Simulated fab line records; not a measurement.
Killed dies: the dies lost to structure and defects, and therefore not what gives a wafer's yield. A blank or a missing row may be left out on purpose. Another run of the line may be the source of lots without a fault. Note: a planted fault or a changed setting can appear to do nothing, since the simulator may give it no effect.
Which of the tools did it? -- flow nandHarc -- Sampling: 14 lots, 42 wafers, 5 of 1159 route steps

== WHAT EACH GAUGE READ, for each wafer ==
NHARC_A_ZERO_WELL_INSPECT_17. Usual: rawDefectCount reads 13 (standard deviation 6.4).
lot,measured,on,rawDefectCount,flag
L920,day 6 05:31,defectInspect-01,3 5 8,
L921,day 7 03:49,defectInspect-01,12 10 14,
L922,day 7 04:11,defectInspect-01,21 17 24,
L923,day 7 14:32,defectInspect-02,15 25 24,
L924,day 7 18:31,defectInspect-01,16 7 7,
L925,day 7 19:09,defectInspect-01,13 13 28,
L926,day 7 23:44,defectInspect-02,13 7 14,
L927,day 8 08:56,defectInspect-01,9 12 11,
L930,day 9 00:37,defectInspect-02,5 20 14,
L938,day 10 22:52,defectInspect-01,27 13 18,
L940,day 11 18:08,defectInspect-02,19 11 11,
L939,day 11 18:25,defectInspect-01,6 16 7,
L941,day 11 20:25,defectInspect-02,7 11 9,
L943,day 12 01:01,defectInspect-01,15 12 10,

NHARC_A_ONON_D1_THK_MEAS_02: measures by ellipsometry. Usual: thkNm reads 1001 nm (standard deviation 9.3).
lot,measured,on,thkNm (nm),flag
L920,day 7 03:02,filmMetro-02,1005 1007 1003,
L921,day 8 01:41,filmMetro-01,1019 1021 1019,
L922,day 8 01:41,filmMetro-02,987 990 990,
L923,day 8 13:38,filmMetro-01,987 989 988,
L924,day 8 13:19,filmMetro-01,1004 1001 1004,
L925,day 8 13:38,filmMetro-02,1018 1017 1016,
L926,day 9 00:20,filmMetro-02,995 995 996,
L927,day 9 07:33,filmMetro-01,1002 1001 1002,
L930,day 9 21:41,filmMetro-01,1002 1001 1000,
L938,day 11 21:27,filmMetro-01,1618 1619 1618,OFF
L940,day 12 15:53,filmMetro-01,1008 1009 1009,
L939,day 12 15:52,filmMetro-01,1626 1625 1625,OFF
L941,day 12 15:52,filmMetro-02,1007 1007 1007,
L943,day 12 20:52,filmMetro-02,984 985 987,

NHARC_END_SORT_01. Usual: killedAtArray 25, standard deviation 7.8; killedAtOther 0.6, standard deviation 0.81; killedAtPeriphery 3.3, standard deviation 2.2; killedDies 29, standard deviation 8.2; killedOpen 3.5, standard deviation 1.9; killedShort 1.8, standard deviation 1.3.
lot,measured,on,killedAtArray,killedAtOther,killedAtPeriphery,killedDies,killedOpen,killedShort,flag
L923,day 19 23:44,prober-01,17 27 26,0 0 0,5 3 1,22 30 27,3 5 4,2 1 2,
L938,day 23 13:16,prober-02,674 675 676,1 0 0,2 2 1,677 677 677,4 3 3,1 1 2,OFF
L939,day 24 14:41,prober-01,676 672 671,0 1 0,1 4 6,677 677 677,1 9 7,1 6 2,OFF

== WHICH TOOL RAN EACH LOT (tool, then ch and the chambers of the sampled wafers, then the start) ==
lot,NHARC_A_ZERO_WELL_DESCUM_12,NHARC_A_ONON_D1_DEP_00
L920,"rieDiel-02 ch 0,1,3, day 6 04:10","pecvdOnon-03 ch 0, day 7 02:35"
L921,"rieDiel-02 ch 0,2,3, day 7 02:28","pecvdOnon-03 ch 0, day 8 01:10"
L922,"rieDiel-11 ch 1,3, day 7 02:46","pecvdOnon-04 ch 0, day 8 01:10"
L923,"rieDiel-11 ch 0,2,3, day 7 13:07","pecvdOnon-02 ch 0, day 8 13:10"
L924,"rieDiel-01 ch 2,3, day 7 17:12","pecvdOnon-03 ch 0, day 8 12:49"
L925,"rieDiel-02 ch 0,2,3, day 7 17:50","pecvdOnon-04 ch 0, day 8 13:07"
L926,"rieDiel-01 ch 0,1,3, day 7 22:26","pecvdOnon-02 ch 0, day 8 23:50"
L927,"rieDiel-02 ch 0,1, day 8 07:38","pecvdOnon-04 ch 0, day 9 07:06"
L930,"rieDiel-01 ch 1,2,3, day 8 23:19","pecvdOnon-04 ch 0, day 9 21:13"
L938,"rieDiel-01 ch 0,1,3, day 10 21:32","pecvdOnon-02 ch 0, day 11 21:00"
L940,"rieDiel-02 ch 0,2,3, day 11 16:51","pecvdOnon-04 ch 0, day 12 15:26"
L939,"rieDiel-11 ch 0,1,2, day 11 17:07","pecvdOnon-02 ch 0, day 12 15:22"
L941,"rieDiel-01 ch 0,2, day 11 18:55","pecvdOnon-03 ch 0, day 12 15:22"
L943,"rieDiel-01 ch 0,2,3, day 11 23:42","pecvdOnon-03 ch 0, day 12 20:26"
- NHARC_A_ZERO_WELL_DESCUM_12: chemistry O2, time 3 s.
- NHARC_A_ONON_D1_DEP_00: target thk 1000 nm.

== AS READ BY THE TOOLS THEMSELVES (means over the sampled wafers that have a number; for cases with no such wafer, the mark the record gives instead) ==
NHARC_A_ZERO_WELL_DESCUM_12. Usual: drypumpMotorCurrentA 5.8 A, standard deviation 0.51; oesProductAu 0.993 a.u., standard deviation 0.012; rfVppV 57.9 V, standard deviation 0.88; showerheadPlenumPTorr 1.96 Torr, standard deviation 0.066; throttleValvePct 11.311 %, standard deviation 0.009.
lot,tool,drypumpMotorCurrentA (A),oesProductAu (a.u.),rfVppV (V),showerheadPlenumPTorr (Torr),throttleValvePct (%),flag
L920,rieDiel-02,5.5,1.006,58.0,1.95,11.311,
L921,rieDiel-02,5.9,1.008,58.2,1.95,11.312,
L922,rieDiel-11,6.1,0.988,58.6,1.98,11.311,
L923,rieDiel-11,6.0,1.001,58.2,1.99,11.308,
L924,rieDiel-01,6.1,0.991,58.5,1.92,11.298,
L925,rieDiel-02,5.9,1.001,57.0,1.95,11.309,
L926,rieDiel-01,5.9,0.981,57.6,1.96,11.313,
L927,rieDiel-02,5.6,1.005,58.0,1.88,11.305,
L930,rieDiel-01,6.1,0.982,57.6,1.95,11.317,
L938,rieDiel-01,5.9,0.985,58.0,1.96,11.319,
L940,rieDiel-02,5.9,1.000,58.2,1.95,11.311,
L939,rieDiel-11,5.7,0.997,57.9,1.99,11.309,
L941,rieDiel-01,6.2,0.997,57.5,1.96,11.318,
L943,rieDiel-01,6.0,0.992,57.5,1.93,11.317,

== THE ANSWER, worked out from the rows above alone ==
Rule: lot off if the mean of its wafers having a number is beyond 3 standard deviations from the usual mean. Also off: a lot with no number at a reading for which 4 or more lots have one. The other lots that the step has rows for count as sound. Order of review: gauges by route order, followed by the tools' own readings, for which a lot's mean as printed above is used. The first step at which some lot is off is used, and at that step the reading that is off furthest; a lot without a number counts as furthest.
Off: L938, L939 (NHARC_A_ONON_D1_THK_MEAS_02, thkNm).
A tool fits if, at a process step before that reading, it ran every lot that is off, and no sound lot after the first of them. Not tried: the gauges at NHARC_A_ONON_D1_THK_MEAS_02; whatever is off there is also off at NHARC_END_SORT_01, on other tools, and gauge error can't account for it. One candidate fits, namely pecvdOnon-02 at NHARC_A_ONON_D1_DEP_00. A fault onset in the window from L926 (day 8 23:50, its last sound lot) to L938 (day 11 21:00, its first lot off) fits.

== WHAT THE SIMULATOR HAD PUT IN ==
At NHARC_A_ONON_D1_DEP_00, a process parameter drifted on pecvdOnon-02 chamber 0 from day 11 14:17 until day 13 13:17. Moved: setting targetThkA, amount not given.
Struck lots among those shown: L938, L939. The rule above reached the same finding.
